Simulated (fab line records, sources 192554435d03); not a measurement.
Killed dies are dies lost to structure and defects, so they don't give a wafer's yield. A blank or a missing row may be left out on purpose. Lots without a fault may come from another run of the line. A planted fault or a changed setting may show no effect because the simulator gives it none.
Which tool did it? | flow n5_finfet | 8 lots, 24 wafers sampled, at 5 steps of a route of 1938

WHAT THE GAUGES READ, wafer by wafer
N5_BEOL_M4_RC_MEAS_101. Usual: CHAIN_V1 229 ohm/link, standard deviation 6.6; CHAIN_V1_max_site 237 ohm/link, standard deviation 7.4; DIBL_N 36.5 mV/V, standard deviation 1.4; DIBL_P 36.6 mV/V, standard deviation 1.6; IOFF_N 0.160 nA/um, standard deviation 0.024; IOFF_P 0.217 nA/um, standard deviation 0.029; ION_N 674 uA/um, standard deviation 8.7; ION_P 464 uA/um, standard deviation 6.5; SS_N 71.6 mV/dec, standard deviation 0.47; SS_P 73.4 mV/dec, standard deviation 0.57; VT_N 250.0 mV, standard deviation 2.5; VT_P -250 mV, standard deviation 3.1.
lot  | measured     | on        | CHAIN_V1 (ohm/link) | CHAIN_V1_max_site (ohm/link) | DIBL_N (mV/V)  | DIBL_P (mV/V)  | IOFF_N (nA/um)    | IOFF_P (nA/um)    | ION_N (uA/um) | ION_P (uA/um) | SS_N (mV/dec)  | SS_P (mV/dec)  | VT_N (mV)         | VT_P (mV)      | flag
L682 | day 8 17:36  | prober-01 | 230 231 233         | 238 240 234                  | 36.9 34.8 37.4 | 37.8 34.3 37.7 | 0.177 0.138 0.188 | 0.222 0.175 0.220 | 669 678 690   | 460 463 466   | 71.7 70.9 71.8 | 73.2 73.1 74.0 | 248.6 253.1 247.8 | -249 -252 -250 |
L683 | day 9 01:41  | prober-02 | 226 225 223         | 238 232 234                  | 34.9 33.5 35.1 | 35.5 33.6 36.0 | 0.155 0.128 0.159 | 0.228 0.191 0.224 | 680 667 687   | 471 466 471   | 71.6 71.3 72.0 | 73.5 72.9 73.1 | 249.3 252.2 249.7 | -249 -252 -247 |
L684 | day 9 03:20  | prober-01 | 232 232 225         | 240 238 230                  | 37.1 36.6 36.3 | 37.2 36.7 36.3 | 0.180 0.178 0.169 | 0.253 0.256 0.241 | 687 675 684   | 474 468 475   | 71.6 71.7 71.6 | 73.5 72.6 73.6 | 247.7 247.2 244.9 | -247 -246 -245 |
L686 | day 9 20:58  | prober-01 | 238 230 238         | 244 239 248                  | 36.2 35.4 36.4 | 36.6 34.5 37.0 | 0.161 0.140 0.168 | 0.244 0.202 0.238 | 670 670 679   | 472 462 470   | 71.7 71.5 71.6 | 74.0 72.5 73.5 | 248.0 250.6 248.6 | -245 -246 -246 |
L687 | day 10 00:01 | prober-01 | 223 237 225         | 234 242 233                  | 38.3 35.9 37.5 | 38.1 33.7 36.4 | 0.188 0.130 0.166 | 0.269 0.193 0.238 | 683 663 663   | 473 467 462   | 71.7 71.6 72.2 | 74.7 72.2 73.8 | 248.0 253.9 250.4 | -245 -249 -250 |
L690 | day 10 02:55 | prober-02 | 227 237 233         | 233 245 240                  | 38.4 37.3 37.9 | 37.1 36.7 36.9 | 0.194 0.182 0.184 | 0.234 0.243 0.232 | 675 687 680   | 462 467 469   | 71.9 71.9 71.9 | 73.4 74.1 73.7 | 245.2 248.5 245.5 | -250 -250 -251 |
L692 | day 11 04:09 | prober-01 | 230 221 230         | 243 233 244                  | 35.7 37.9 36.0 | 35.4 37.3 35.4 | 0.134 0.174 0.140 | 0.212 0.239 0.210 | 666 681 675   | 469 465 468   | 70.7 72.1 71.0 | 72.5 73.1 72.9 | 251.2 249.5 249.9 | -249 -246 -249 |
L694 | day 11 20:25 | prober-02 | 223 258 249         | 225 268 258                  | 36.8 36.1 36.4 | 37.4 36.8 36.4 | 0.157 0.154 0.155 | 0.227 0.219 0.219 | 668 678 678   | 458 468 469   | 72.0 71.6 70.4 | 74.0 73.4 73.7 | 251.6 250.2 251.5 | -247 -249 -249 |

WHICH TOOL RAN EACH LOT (tool, then ch and the chambers of the sampled wafers, then the start)
lot  | N5_BEOL_M2_VIA_ETCH_34            | N5_BEOL_M2_TRENCH_ETCH_37                    | N5_BEOL_M2_STRIP_97                          | N5_BEOL_M2_ALD_84
L682 | rie_diel-01 ch 0,3, day 7 12:48   | rie_diel-01 ch 0,3, day 7 13:35 or earlier   | rie_diel-01 ch 0,3, day 7 13:35 or earlier   | ald_metal-01 ch 0,3, day 7 13:35
L683 | rie_diel-01 ch 0,1, day 7 15:32   | rie_diel-01 ch 0,1, day 7 16:17 or earlier   | rie_diel-01 ch 0,1, day 7 16:17 or earlier   | ald_metal-02 ch 2,3, day 7 16:17
L684 | rie_diel-02 ch 0,1,3, day 7 18:54 | rie_diel-02 ch 0,1,3, day 7 19:41 or earlier | rie_diel-02 ch 0,1,3, day 7 19:41 or earlier | ald_metal-01 ch 0,2, day 7 19:41
L686 | rie_diel-06 ch 2,3, day 8 11:07   | rie_diel-06 ch 2,3, day 8 11:58 or earlier   | rie_diel-06 ch 2,3, day 8 11:58 or earlier   | ald_metal-01 ch 0,1, day 8 11:58
L687 | rie_diel-06 ch 0,1,2, day 8 16:36 | rie_diel-06 ch 0,1,2, day 8 17:37 or earlier | rie_diel-06 ch 0,1,2, day 8 17:37 or earlier | ald_metal-03 ch 0,1,2, day 8 17:37
L690 | rie_diel-06 ch 0,1,2, day 8 23:59 | rie_diel-06 ch 0,1,2, day 9 00:35 or earlier | rie_diel-06 ch 0,1,2, day 9 00:35 or earlier | ald_metal-03 ch 0,1, day 9 00:35
L692 | rie_diel-01 ch 1,2, day 9 20:24   | rie_diel-01 ch 1,2, day 9 20:57 or earlier   | rie_diel-01 ch 1,2, day 9 20:57 or earlier   | ald_metal-01 ch 1,2, day 9 20:57
L694 | rie_diel-02 ch 0,3, day 10 12:47  | rie_diel-02 ch 0,3, day 10 13:44 or earlier  | rie_diel-02 ch 0,3, day 10 13:44 or earlier  | ald_metal-01 ch 0,2,3, day 10 13:44
- N5_BEOL_M2_VIA_ETCH_34: etches the open film in C4F6/O2, target depth 69.4 nm, time 65.9 s.
- N5_BEOL_M2_TRENCH_ETCH_37: etches SiOC in C4F6/O2, target depth 55.555 nm, time 29.2 s.
- N5_BEOL_M2_STRIP_97: strips in N2/H2, time 10 s.
- N5_BEOL_M2_ALD_84: deposits TaN, pulse time 2 s, purge time 3 s, co reactant purge time 2 s.

WHAT THE TOOLS THEMSELVES READ (means of the sampled wafers that have a number; where no wafer has one, the mark that the record gives instead)
N5_BEOL_M2_VIA_ETCH_34. Usual: C4F6_flow_sccm 10.00 sccm, standard deviation 0.031; drypump_motor_current_A 5.8 A, standard deviation 0.44; oes_product_au 0.79 a.u., standard deviation 0.079; rf_vpp_V 663 V, standard deviation 5; showerhead_plenum_p_Torr 2.87 Torr, standard deviation 0.1; throttle_valve_pct 30.79 %, standard deviation 0.23.
lot  | tool        | C4F6_flow_sccm (sccm) | drypump_motor_current_A (A) | oes_product_au (a.u.) | rf_vpp_V (V) | showerhead_plenum_p_Torr (Torr) | throttle_valve_pct (%) | flag
L682 | rie_diel-01 | 10.00                 | 6.0                         | 0.77                  | 667          | 2.88                            | 30.74                  |
L683 | rie_diel-01 | 10.02                 | 5.6                         | 0.82                  | 667          | 2.91                            | 30.70                  |
L684 | rie_diel-02 | 9.99                  | 6.0                         | 0.71                  | 661          | 2.78                            | 30.67                  |
L686 | rie_diel-06 | 9.98                  | 6.1                         | 0.76                  | 663          | 2.88                            | 31.07                  |
L687 | rie_diel-06 | 9.99                  | 5.4                         | 0.85                  | 662          | 2.84                            | 30.76                  |
L690 | rie_diel-06 | 10.00                 | 5.4                         | 0.85                  | 662          | 2.84                            | 30.77                  |
L692 | rie_diel-01 | 10.04                 | 5.4                         | 0.78                  | 667          | 2.96                            | 30.75                  |
L694 | rie_diel-02 | 9.97                  | 5.6                         | 0.87                  | 667          | 2.93                            | 30.56                  |

N5_BEOL_M2_TRENCH_ETCH_37. Usual: C4F6_flow_sccm 10.004 sccm, standard deviation 0.028; drypump_motor_current_A 5.8 A, standard deviation 0.45; oes_product_au 0.79 a.u., standard deviation 0.077; rf_vpp_V 663 V, standard deviation 5.1; showerhead_plenum_p_Torr 2.88 Torr, standard deviation 0.1; throttle_valve_pct 20.88 %, standard deviation 0.24.
lot  | tool        | C4F6_flow_sccm (sccm) | drypump_motor_current_A (A) | oes_product_au (a.u.) | rf_vpp_V (V) | showerhead_plenum_p_Torr (Torr) | throttle_valve_pct (%) | flag
L682 | rie_diel-01 | 10.002                | 6.0                         | 0.77                  | 665          | 2.89                            | 20.89                  |
L683 | rie_diel-01 | 10.052                | 5.6                         | 0.82                  | 667          | 2.92                            | 20.79                  |
L684 | rie_diel-02 | 9.983                 | 6.0                         | 0.72                  | 661          | 2.79                            | 20.82                  |
L686 | rie_diel-06 | 9.985                 | 6.1                         | 0.76                  | 663          | 2.88                            | 21.15                  |
L687 | rie_diel-06 | 9.986                 | 5.4                         | 0.85                  | 662          | 2.84                            | 20.84                  |
L690 | rie_diel-06 | 9.974                 | 5.4                         | 0.84                  | 661          | 2.84                            | 20.84                  |
L692 | rie_diel-01 | 10.022                | 5.4                         | 0.78                  | 667          | 2.97                            | 20.84                  |
L694 | rie_diel-02 | 9.995                 | 5.6                         | 0.87                  | 666          | 2.93                            | 20.59                  |

N5_BEOL_M2_STRIP_97. Usual: bias_power_w 7.000 W, standard deviation 0.02; drypump_motor_current_A 5.8 A, standard deviation 0.44; h2_flow_sccm 200.0 sccm, standard deviation 0.55; oes_product_au 0.79 a.u., standard deviation 0.079; rf_vpp_V 59.1 V, standard deviation 0.88; showerhead_plenum_p_Torr 2.57 Torr, standard deviation 0.099; throttle_valve_pct 23.7 %, standard deviation 0.32.
lot  | tool        | bias_power_w (W) | drypump_motor_current_A (A) | h2_flow_sccm (sccm) | oes_product_au (a.u.) | rf_vpp_V (V) | showerhead_plenum_p_Torr (Torr) | throttle_valve_pct (%) | flag
L682 | rie_diel-01 | 6.994            | 6.0                         | 199.9               | 0.77                  | 59.3         | 2.58                            | 23.7                   |
L683 | rie_diel-01 | 6.997            | 5.6                         | 199.7               | 0.82                  | 60.2         | 2.60                            | 23.5                   |
L684 | rie_diel-02 | 6.998            | 6.0                         | 199.6               | 0.71                  | 59.8         | 2.48                            | 23.6                   |
L686 | rie_diel-06 | 6.967            | 6.1                         | 200.1               | 0.75                  | 59.8         | 2.58                            | 24.2                   |
L687 | rie_diel-06 | 6.982            | 5.4                         | 199.2               | 0.86                  | 58.9         | 2.53                            | 23.6                   |
L690 | rie_diel-06 | 7.000            | 5.4                         | 200.2               | 0.85                  | 58.0         | 2.53                            | 23.6                   |
L692 | rie_diel-01 | 7.007            | 5.4                         | 199.7               | 0.79                  | 59.8         | 2.66                            | 23.6                   |
L694 | rie_diel-02 | 7.022            | 5.6                         | 199.9               | 0.86                  | 59.3         | 2.61                            | 23.4                   |

N5_BEOL_M2_ALD_84. Usual: heater_power_w 430 W, standard deviation 38.
lot  | tool         | heater_power_w (W) | flag
L682 | ald_metal-01 | 440                |
L683 | ald_metal-02 | 448                |
L684 | ald_metal-01 | 406                |
L686 | ald_metal-01 | 436                |
L687 | ald_metal-03 | 436                |
L690 | ald_metal-03 | 418                |
L692 | ald_metal-01 | 435                |
L694 | ald_metal-01 | 422                |

THE ANSWER, worked out from the rows above alone
Rule: a lot is off if the mean of its wafers that have a number lies more than 3 standard deviations from the usual mean. A lot without any number at a reading at which 4 lots or more have one is off too. The other lots that the step has rows for count as sound. The gauges are gone through in route order, then the tools' own readings, and for those a lot's mean is taken as printed above. The first step at which some lot is off is used, and at that step the reading that is off furthest; a lot without a number counts as furthest.
No lot is off at any reading shown: from this, nothing can be told.

WHAT THE SIMULATOR HAD PUT IN
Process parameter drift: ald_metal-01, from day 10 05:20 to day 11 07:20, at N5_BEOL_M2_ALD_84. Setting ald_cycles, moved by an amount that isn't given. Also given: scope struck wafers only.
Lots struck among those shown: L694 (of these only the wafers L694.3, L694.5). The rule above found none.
